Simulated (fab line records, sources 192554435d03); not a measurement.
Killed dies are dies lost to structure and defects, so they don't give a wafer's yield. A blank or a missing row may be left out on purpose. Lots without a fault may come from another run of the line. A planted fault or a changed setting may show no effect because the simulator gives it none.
fab line records | flow n5_finfet
record lots=6 wafers=18 last_day=18
route steps=1938 shown BEOL_M12@1611
lots that met no fault: from a run of the same line without faults
start_h: hours from the record's first day to the start of the lot's first wafer shown | wait_h: hours since the lot's step before | " the same as in the row above | L1.1+2: a row that stands for several wafers | - no value, or no start given | * or withheld: withheld | < > ~ a bound
route shown NAME@n: a module of which the file shows steps, and the number in the route of the first | usual: mean/standard deviation of fault-free wafers | same: alike in all rows | chamber/n: place in a boat | sites: the reading at each site | _std_site: their standard deviation | _edge_site: outer sites' mean less inner sites' | radius_mm: how far each site lies from the wafer's centre | mask NAME#n: copy n | behind: the tool/chamber that last shaped the wafer | hold: why the lot was held/for how many hours/how that ended | device: the transistor (n, p or np) that didn't switch | end of line: the same wafers' tests at the end of the route | a step without rows: its recipe alone | killed: dies lost to structure and defects at the first sort, not the wafer's yield | map: a wafer's dies, x killed, . not, _ none there
set.NAME: the setting as run; set.NAME@STEP: as run at that earlier step | model.NAME: the simulator's own value behind a step, which no gauge read
lots at some steps of the route; a table a step, a row a wafer
services: from which hour (start_h, from the record's first day; less than 0 if before it) a tool's chamber was out of use, for how many hours, and why
## steps
# step N5_BEOL_M12_HARDBAKE_14
# recipe temp_c=130 time_s=120
# step N5_BEOL_M12_CD_MEAS_10
# recipe target_cd_nm=140 landing_energy_ev=500 detector=se_inlens polarity=opening
# usual cd_nm=139.6/1.4
# columns lot.wafer tool chamber start_h wait_h cd_nm
L744.4 cd_sem-02 0 238.99 - 139.5
L744.5 " 0 " " 140.2
L744.6 " 0 " " 141.3
L752.2 cd_sem-03 0 286.75 - 139.1
L752.4 " 0 " " 140.9
L752.6 " 0 " " 141.4
L754.1 cd_sem-03 0 292.04 - 140.7
L754.3 " 0 " " 140.0
L754.6 " 0 " " 140.8
L760.2 cd_sem-01 0 335.25 - 141.2
L760.3 " 0 " " 140.3
L760.6 " 0 " " 142.2
L765.3 cd_sem-01 0 375.04 - 141.0
L765.5 " 0 " " 141.8
L765.6 " 0 " " 140.7
L764.1 cd_sem-01 0 377.26 - 138.2
L764.3 " 0 " " 138.1
L764.5 " 0 " " 138.8
# step N5_BEOL_M12_OVL_MEAS_11
# recipe points_per_wafer=44
# usual V11_OVL=3/6.1
# columns lot.wafer tool chamber start_h wait_h V11_OVL[nm]
L744.4 overlay-02 0 239.02 0.0 5
L744.5 " 0 " " 2
L744.6 " 0 " " -5
L752.2 overlay-02 0 286.78 0.0 -2
L752.4 " 0 " " 2
L752.6 " 0 " " 8
L754.1 overlay-02 0 292.07 0.0 -6
L754.3 " 0 " " -7
L754.6 " 0 " " -10
L760.2 overlay-01 0 335.27 0.0 4
L760.3 " 0 " " 2
L760.6 " 0 " " -2
L765.3 overlay-01 0 375.07 0.0 7
L765.5 " 0 " " 7
L765.6 " 0 " " -2
L764.1 overlay-02 0 377.29 0.0 -3
L764.3 " 0 " " -12
L764.5 " 0 " " -3
# step N5_BEOL_M12_INSPECT_12
# recipe mode=adi inspect_instrument=macro
# usual raw_defect_count=2.0/1.4
# columns lot.wafer tool chamber start_h wait_h raw_defect_count
L744.4 defect_inspect-02 - 239.05 0.0 3
L744.5 " - " " 2
L744.6 " - " " 2
L752.2 defect_inspect-02 - 286.81 0.0 0
L752.4 " - " " 2
L752.6 " - " " 3
L754.1 defect_inspect-02 - 292.10 0.0 4
L754.3 " - " " 0
L754.6 " - " " 2
L760.2 defect_inspect-02 - 335.30 0.0 1
L760.3 " - " " 2
L760.6 " - " " 2
L765.3 defect_inspect-02 - 375.10 0.0 1
L765.5 " - " " 3
L765.6 " - " " 6
L764.1 defect_inspect-01 - 377.31 0.0 1
L764.3 " - " " 0
L764.5 " - " " 2
# step N5_BEOL_M12_DESCUM_15
# recipe chemistry=O2 time_s=7.9 source_power_w=50 bias_power_w=20 pressure_mtorr=20 rf_frequency_hz=2.712e+07 temp_c=40 o2_flow_sccm=225
# usual drypump_motor_current_A=5.56/0.28 o2_flow_sccm=224.9/0.61 oes_product_au=0.83/0.06 rf_vpp_V=243.5/1.1 showerhead_plenum_p_Torr=2.12/0.059 throttle_valve_pct=20.3/0.33
# columns lot.wafer tool chamber start_h wait_h drypump_motor_current_A o2_flow_sccm oes_product_au rf_hours_counter_h rf_vpp_V showerhead_plenum_p_Torr throttle_valve_pct
L744.4 rie_diel-04 3 239.08 0.0 5.53 224.2 0.86 55 242.4 2.12 19.9
L744.5 " 2 " " 5.67 224.3 0.83 - 243.1 2.11 19.9
L744.6 " 3 " " 5.53 224.4 0.85 - 244.0 2.12 19.9
L752.2 rie_diel-06 1 286.84 0.0 5.28 225.3 0.73 173 242.7 2.00 20.8
L752.4 " 2 " " 4.98 225.3 0.79 - 241.8 2.01 20.6
L752.6 " 1 " " 5.30 225.5 0.73 - 242.7 2.00 20.8
L754.1 rie_diel-03 2 292.15 0.1 5.63 225.1 0.83 66 243.6 2.21 20.1
L754.3 " 3 " " 5.66 224.6 0.89 41 242.6 2.13 20.6
L754.6 " 2 " " 5.66 225.3 0.82 - 244.8 2.21 20.1
L760.2 rie_diel-06 1 335.33 0.0 5.34 225.3 0.72 193 241.8 1.99 20.8
L760.3 " 2 " " 4.99 225.8 0.77 147 241.9 2.00 20.6
L760.6 " 0 " " 5.49 225.0 0.70 - 244.6 2.06 20.3
L765.3 rie_diel-04 0 375.13 0.0 5.39 223.8 0.76 130 243.9 2.20 20.9
L765.5 " 2 " " 5.67 225.5 0.78 - 243.6 2.10 20.0
L765.6 " 0 " " 5.40 223.8 0.75 - 244.6 2.20 20.9
L764.1 rie_diel-04 3 377.34 0.0 5.53 224.6 0.81 103 242.7 2.10 20.0
L764.3 " 0 " " 5.41 223.1 0.75 130 243.8 2.20 20.9
L764.5 " 2 " " 5.64 224.8 0.78 - 243.9 2.10 20.0
# step N5_BEOL_M12_ETCH_59
# recipe chemistry=N2/H2 target=BARC target_depth_a=890 overetch_a=267 time_s=67.9 ion_energy_ev=200 pressure_mtorr=30 source_w=840 bias_w=150 n2_flow_sccm=200 h2_flow_sccm=200
# usual drypump_motor_current_A=5.57/0.28 h2_flow_sccm=199.9/0.54 n2_flow_sccm=200.0/0.61 oes_product_au=0.71/0.049 rf_vpp_V=524.5/2.1 showerhead_plenum_p_Torr=2.57/0.072 throttle_valve_pct=17.8/0.33
# columns lot.wafer tool chamber start_h wait_h drypump_motor_current_A h2_flow_sccm n2_flow_sccm oes_product_au rf_hours_counter_h rf_vpp_V showerhead_plenum_p_Torr throttle_valve_pct
L744.4 rie_diel-04 3 239.11 0.0 5.53 199.3 200.5 0.73 55 524.9 2.58 17.4
L744.5 " 2 " " 5.67 200.2 200.8 0.70 - 524.2 2.58 17.5
L744.6 " 3 " " 5.55 199.9 200.0 0.74 - 524.2 2.58 17.4
L752.2 rie_diel-06 1 286.88 0.0 5.32 199.7 199.0 0.62 173 522.3 2.44 18.3
L752.4 " 2 " " 4.99 200.4 199.0 0.67 - 522.0 2.45 18.1
L752.6 " 1 " " 5.33 199.9 200.3 0.61 - 521.0 2.44 18.3
L754.1 rie_diel-03 2 292.18 0.0 5.65 200.3 200.5 0.72 66 525.5 2.69 17.5
L754.3 " 3 " " 5.65 200.3 200.5 0.77 41 526.4 2.60 18.2
L754.6 " 2 " " 5.66 199.9 200.1 0.71 - 530.0 2.69 17.5
L760.2 rie_diel-06 1 335.37 0.0 5.29 199.9 199.7 0.60 193 520.5 2.43 18.3
L760.3 " 2 " " 5.00 199.2 200.2 0.65 147 522.6 2.44 18.2
L760.6 " 0 " " 5.49 199.6 199.3 0.60 - 522.4 2.51 17.8
L765.3 rie_diel-04 0 375.16 0.0 5.42 200.1 199.3 0.64 130 526.4 2.67 18.3
L765.5 " 2 " " 5.69 200.7 200.5 0.66 - 523.0 2.56 17.5
L765.6 " 0 " " 5.44 200.8 199.6 0.65 - 528.0 2.67 18.3
L764.1 rie_diel-04 3 377.38 0.0 5.53 199.5 200.3 0.69 103 524.4 2.56 17.5
L764.3 " 0 " " 5.40 199.6 199.2 0.65 130 526.1 2.67 18.3
L764.5 " 2 " " 5.67 199.9 199.5 0.67 - 524.5 2.56 17.5
# step N5_BEOL_M12_VIA_ETCH_16
# recipe chemistry=C4F8/O2/Ar target=SiOC pressure_mtorr=30 source_w=3000 bias_w=700 Ar_flow_sccm=400 C4F8_flow_sccm=15 O2_flow_sccm=8 he_inner_torr=15 he_outer_torr=30 target_depth_a=7248 time_s=withheld ion_energy_ev=250 ends=cleared
# usual drypump_motor_current_A=5.57/0.28 oes_product_au=0.74/0.054 rf_vpp_V=666.4/2.6 showerhead_plenum_p_Torr=3.45/0.085 throttle_valve_pct=24.1/0.31
# columns lot.wafer tool chamber start_h wait_h drypump_motor_current_A oes_product_au rf_vpp_V showerhead_plenum_p_Torr throttle_valve_pct
L744.4 rie_diel-04 3 239.16 0.0 5.52 0.77 666.9 3.46 23.7
L744.5 " 2 " " 5.65 0.75 666.4 3.46 23.7
L744.6 " 3 " " 5.53 0.77 667.8 3.46 23.7
L752.2 rie_diel-06 1 286.93 0.0 5.32 0.65 660.3 3.27 24.5
L752.4 " 2 " " 4.99 0.71 663.8 3.32 24.5
L752.6 " 1 " " 5.33 0.65 662.0 3.27 24.5
L754.1 rie_diel-03 2 292.23 0.0 5.70 0.74 672.6 3.61 23.9
L754.3 " 3 " " 5.68 0.80 668.8 3.47 24.5
L754.6 " 2 " " 5.68 0.76 669.9 3.61 23.9
L760.2 rie_diel-06 1 335.42 0.0 5.34 0.64 661.9 3.26 24.6
L760.3 " 2 " " 5.00 0.69 660.6 3.30 24.5
L760.6 " 0 " " 5.47 0.63 663.6 3.38 24.1
L765.3 rie_diel-04 0 375.22 0.0 5.41 0.68 669.5 3.55 24.5
L765.5 " 2 " " 5.68 0.70 668.5 3.44 23.8
L765.6 " 0 " " 5.41 0.68 669.0 3.55 24.5
L764.1 rie_diel-04 2 377.43 0.0 5.68 0.70 666.9 3.44 23.8
L764.3 " 0 " " 5.41 0.68 669.8 3.55 24.5
L764.5 " 3 " " 5.53 0.72 666.2 3.44 23.8
# step N5_BEOL_M12_STRIP_63
# recipe chemistry=N2/H2 power_w=1000 temp_c=250 h2_frac=0.65 overash_fraction=0.3 pressure_mtorr=1000 n2_flow_sccm=1750 h2_flow_sccm=3250
# usual drypump_motor_current_A=5.8/0.62 h2_flow_sccm=3249/9.8 heater_power_w=344/28 n2_flow_sccm=1750/5 oes_product_au=0.693/0.0045 strip_time_to_endpoint_s=42.5/0.74
# columns lot.wafer tool chamber start_h wait_h drypump_motor_current_A h2_flow_sccm heater_power_w n2_flow_sccm oes_product_au rf_hours_counter_h strip_time_to_endpoint_s
L744.4 plasma_asher-01 1 239.38 - 6.6 3254 330 1759 0.694 - 41.6
L744.5 " 1 " " 6.6 3249 336 1750 0.683 - 41.8
L744.6 " 0 " " 6.1 3252 316 1752 0.699 - 41.9
L752.2 plasma_asher-02 0 287.13 - 5.7 3250 328 1752 0.686 73 42.8
L752.4 " 0 " " 5.7 3262 325 1757 0.698 - 43.2
L752.6 " 0 " " 5.7 3252 319 1750 0.700 - 42.7
L754.1 plasma_asher-01 1 292.43 - 6.6 3256 327 1756 0.692 137 43.3
L754.3 " 0 " " 6.1 3264 322 1751 0.695 - 42.6
L754.6 " 1 " " 6.6 3254 329 1750 0.695 - 41.5
L760.2 plasma_asher-02 0 335.62 - 5.8 3226 327 1755 0.700 83 42.4
L760.3 " 0 " " 5.8 3241 331 1758 0.694 - 42.4
L760.6 " 0 " " 5.7 3231 330 1752 0.694 - 41.1
L765.3 plasma_asher-02 0 375.44 - 5.8 3233 324 1752 0.698 - 42.7
L765.5 " 0 " " 5.7 3242 321 1753 0.689 - 42.2
L765.6 " 1 " " 4.9 3265 396 1748 0.690 - 41.8
L764.1 plasma_asher-02 1 377.63 - 4.9 3232 383 1746 0.691 90 42.0
L764.3 " 0 " " 5.7 3254 321 1756 0.696 - 42.5
L764.5 " 1 " " 4.9 3240 377 1746 0.691 - 41.7
# step N5_BEOL_M12_STRIP_64
# recipe chemistry=N2/H2 power_w=1000 temp_c=250 h2_frac=0.65 overash_fraction=0.3 pressure_mtorr=withheld n2_flow_sccm=1750 h2_flow_sccm=3250
# usual drypump_motor_current_A=5.8/0.62 h2_flow_sccm=3250/9.2 heater_power_w=344/28 n2_flow_sccm=1751/5.2 oes_product_au=0.716/0.0048 strip_time_to_endpoint_s=31.34/0.068
# columns lot.wafer tool chamber start_h wait_h drypump_motor_current_A h2_flow_sccm heater_power_w n2_flow_sccm oes_product_au rf_hours_counter_h strip_time_to_endpoint_s
L744.4 plasma_asher-01 1 239.44 0.0 6.6 3239 331 1744 0.714 - 31.26
L744.5 " 1 " " 6.6 3236 333 1742 0.712 - 31.31
L744.6 " 0 " " 6.1 3258 322 1753 0.721 - 31.24
L752.2 plasma_asher-02 0 287.19 0.0 5.7 3249 321 1749 0.726 73 31.38
L752.4 " 0 " " 5.8 3249 320 1751 0.715 - 31.31
L752.6 " 0 " " 5.7 3261 324 1742 0.712 - 31.33
L754.1 plasma_asher-01 1 292.49 0.0 6.6 3252 341 1756 0.721 137 31.35
L754.3 " 0 " " 6.1 3249 328 1751 0.711 - 31.40
L754.6 " 1 " " 6.6 3250 338 1749 0.720 - 31.31
L760.2 plasma_asher-02 0 335.68 0.0 5.7 3252 327 1755 0.718 83 31.32
L760.3 " 0 " " 5.7 3257 327 1750 0.722 - 31.37
L760.6 " 0 " " 5.7 3246 328 1761 0.720 - 31.36
L765.3 plasma_asher-02 0 375.50 0.0 5.7 3244 323 1751 0.715 - 31.32
L765.5 " 0 " " 5.8 3254 330 1754 0.717 - 31.36
L765.6 " 1 " " 4.9 3266 386 1764 0.704 - 31.43
L764.1 plasma_asher-02 1 377.69 0.0 4.9 3241 386 1753 0.719 91 31.38
L764.3 " 0 " " 5.7 3243 328 1747 0.727 - 31.39
L764.5 " 1 " " 4.9 3238 393 1747 0.703 - 31.38
# step N5_BEOL_M12_STRIP_71
# recipe chemistry=post_etch_residue_remover time_s=60 temp_c=25 remover_ph=withheld remover_water_wt_pct=withheld remover_fluoride_wt_pct=withheld
# step N5_BEOL_M12_SRD_72
# recipe time_s=30 temp_c=23 rinse_liquid=diw dry=n2_spin spin_rpm=1500 dry_time_s=30
# step N5_BEOL_M12_CD_MEAS_17
# recipe target_cd_nm=140 polarity=opening
# usual cd_nm=140.0/1.7
# columns lot.wafer tool chamber start_h wait_h cd_nm
L744.4 cd_sem-02 - 239.61 0.0 139.4
L744.5 " - " " 141.7
L744.6 " - " " 141.6
L752.2 cd_sem-01 - 287.34 0.0 140.8
L752.4 " - " " 140.9
L752.6 " - " " 142.1
L754.1 cd_sem-01 - 292.64 0.0 141.5
L754.3 " - " " 140.9
L754.6 " - " " 142.8
L760.2 cd_sem-01 - 335.83 0.0 141.7
L760.3 " - " " 139.6
L760.6 " - " " 142.1
L765.3 cd_sem-01 - 375.63 0.0 141.1
L765.5 " - " " 142.5
L765.6 " - " " 140.5
L764.1 cd_sem-02 - 377.84 0.0 138.6
L764.3 " - " " 136.3
L764.5 " - " " 138.5
# step N5_BEOL_M12_COAT_65
# recipe resist=SOC temp_c=250 time_s=60 spin_rpm=1500 resist_thk_nm=300
# usual spin_speed_rpm=1500.1/0.96
# columns lot.wafer tool chamber start_h wait_h spin_speed_rpm model.SOC_of_BEOL_M12_COAT_65.thk_nm
L744.4 litho_track-05 0 239.64 0.0 1499.9 300.6
L744.5 " 0 " " 1500.7 301.2
L744.6 " 0 " " 1497.3 301
L752.2 litho_track-05 0 287.37 0.0 1457.4 305.2
L752.4 " 0 " " 1456.3 305.2
L752.6 " 0 " " 1456.0 306.2
L754.1 litho_track-05 0 292.68 0.0 1456.6 304.4
L754.3 " 0 " " 1456.2 304.2
L754.6 " 0 " " 1455.2 304.6
L760.2 litho_track-01 0 335.86 0.0 1500.2 299
L760.3 " 0 " " 1501.5 299.4
L760.6 " 0 " " 1502.0 299.2
L765.3 litho_track-02 0 375.66 0.0 1500.6 298.4
L765.5 " 0 " " 1503.3 298.6
L765.6 " 0 " " 1500.4 300
L764.1 litho_track-01 0 377.87 0.0 1500.0 300.6
L764.3 " 0 " " 1499.6 301.6
L764.5 " 0 " " 1501.6 300.6
# step N5_BEOL_M12_COAT_66
# recipe resist=SiARC temp_c=220 time_s=60 spin_rpm=1500 resist_thk_nm=110
## services
# columns tool chamber start_h hours kind
rie_diel-06 3 226.21 11.0 repair
litho_track-01 - 262.57 - consumable_replace:filter
litho_track-02 - 268.85 - consumable_replace:filter
rie_diel-03 2 276.78 12.1 repair
litho_track-05 - 303.09 - consumable_replace:filter
rie_diel-06 3 311.90 - clean
rie_diel-06 3 311.90 - consumable_replace:focus_ring
rie_diel-06 3 311.90 18.8 scheduled_down
rie_diel-06 3 311.90 18.8 vent_cycle
rie_diel-03 1 329.69 7.5 repair
rie_diel-03 3 332.74 11.1 repair
rie_diel-06 0 338.64 15.8 repair
rie_diel-03 - 344.70 2.8 pm
rie_diel-03 2 362.19 4.5 repair
rie_diel-06 0 372.36 - clean
rie_diel-06 0 372.36 - consumable_replace:focus_ring
rie_diel-06 0 372.36 18.7 scheduled_down
rie_diel-06 0 372.36 18.7 vent_cycle
rie_diel-04 1 374.84 12.1 repair
## key
first_sign step=N5_BEOL_M12_COAT_65 reading=spin_speed_rpm direction=down sigmas=45 usual=* struck=*
effect none on later readings
model_effect step=N5_BEOL_M12_COAT_65 value=SOC_of_BEOL_M12_COAT_65.thk_nm without=300.5 struck=305
met_at N5_BEOL_M12_COAT_65
struck_wafers L752.2,L752.4,L752.6,L754.1,L754.3,L754.6
onset_between 239.64 287.37
fault kind=process_parameter_drift tool=litho_track-05 chamber=- onset_h=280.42 steps=N5_BEOL_M12_COAT_65 channel=spin_rpm offset=* shape=step end_h=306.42 acts_in=* stated=*
